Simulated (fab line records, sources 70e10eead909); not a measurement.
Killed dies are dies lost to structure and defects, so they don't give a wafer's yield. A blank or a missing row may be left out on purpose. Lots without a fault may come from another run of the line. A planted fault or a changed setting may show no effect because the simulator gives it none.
Chamber matching | flow nand_harc | NHARC_P_M1_ETCH_35 on rie_diel-03: 4 sister chambers
The step etches the open film in N2/H2, target depth 40 nm, overetch 12 nm, time 43.94 s. 20 wafers are shown with their chamber, then 10 later ones without.

WAFERS WITH THEIR CHAMBER
wafer  | chamber | showerhead_plenum_p_Torr (Torr) | drypump_motor_current_A (A) | rf_vpp_V (V)
L077.1 | 2       | 2.02                            | 5.3                         | 431.2
L077.3 | 3       | 1.99                            | 5.5                         | 430.0
L077.5 | 2       | 2.02                            | 5.2                         | 430.5
L078.2 | 3       | 1.99                            | 5.5                         | 429.7
L078.5 | 1       | 1.91                            | 6.0                         | 425.5
L078.6 | 0       | 2.16                            | 5.8                         | 434.5
L082.2 | 3       | 1.99                            | 5.6                         | 429.8
L082.3 | 1       | 1.91                            | 6.0                         | 427.8
L082.6 | 3       | 1.99                            | 5.5                         | 429.9
L087.2 | 1       | 1.91                            | 6.0                         | 425.5
L087.3 | 3       | 1.99                            | 5.6                         | 430.2
L087.5 | 0       | 2.15                            | 5.8                         | 432.5
L088.1 | 1       | 1.91                            | 6.0                         | 428.8
L088.3 | 0       | 2.16                            | 5.8                         | 431.5
L088.6 | 2       | 2.02                            | 5.3                         | 429.5
L091.2 | 2       | 2.02                            | 5.3                         | 429.0
L091.3 | 1       | 1.91                            | 6.0                         | 427.3
L091.4 | 0       | 2.16                            | 5.8                         | 431.9
L089.2 | 2       | 2.02                            | 5.3                         | 430.4
L089.3 | 1       | 1.91                            | 6.0                         | 427.1

SIGNATURES (means of the wafers above)
reading                  | chamber 0 | chamber 1 | chamber 2 | chamber 3 | scatter within a chamber
showerhead_plenum_p_Torr | 2.1575    | 1.9100    | 2.0200    | 1.9900    | 0.00217
drypump_motor_current_A  | 5.800     | 6.000     | 5.280     | 5.540     | 0.0354
rf_vpp_V                 | 432.600   | 427.000   | 430.120   | 429.920   | 1.03
Rule: a wafer's distance from a chamber is the root of the sum, over the readings, of the square of ((its reading less the chamber's mean) divided by the reading's scatter). The wafer belongs to the nearest chamber; if the next one is less than 2 further off, it can't be placed. The scatter: the root of (the sum of the squares of (reading less its chamber's mean) over the shown wafers, divided by (wafers less chambers)).

WAFERS WITHOUT THEIR CHAMBER
wafer  | showerhead_plenum_p_Torr (Torr) | drypump_motor_current_A (A) | rf_vpp_V (V)
L089.4 | 2.16                            | 5.8                         | 433.0
L094.1 | 2.15                            | 5.8                         | 432.9
L094.2 | 1.99                            | 5.6                         | 428.8
L094.3 | 1.91                            | 6.0                         | 427.7
L093.3 | 1.91                            | 6.1                         | 427.0
L093.4 | 1.99                            | 5.6                         | 429.7
L093.6 | 1.91                            | 6.0                         | 425.8
L096.1 | 1.91                            | 6.0                         | 426.7
L096.2 | 2.02                            | 5.3                         | 429.8
L096.4 | 1.99                            | 5.5                         | 427.2

WHICH CHAMBER EACH WENT THROUGH
wafer  | from the rows above | in truth
L089.4 | 0                   | 0
L094.1 | 0                   | 0
L094.2 | 3                   | 3
L094.3 | 1                   | 1
L093.3 | 1                   | 1
L093.4 | 3                   | 3
L093.6 | 1                   | 1
L096.1 | 1                   | 1
L096.2 | 2                   | 2
L096.4 | 3                   | 3
Placed correctly: 10 of 10. Can't be placed from these rows: 0. Placed wrongly: 0.
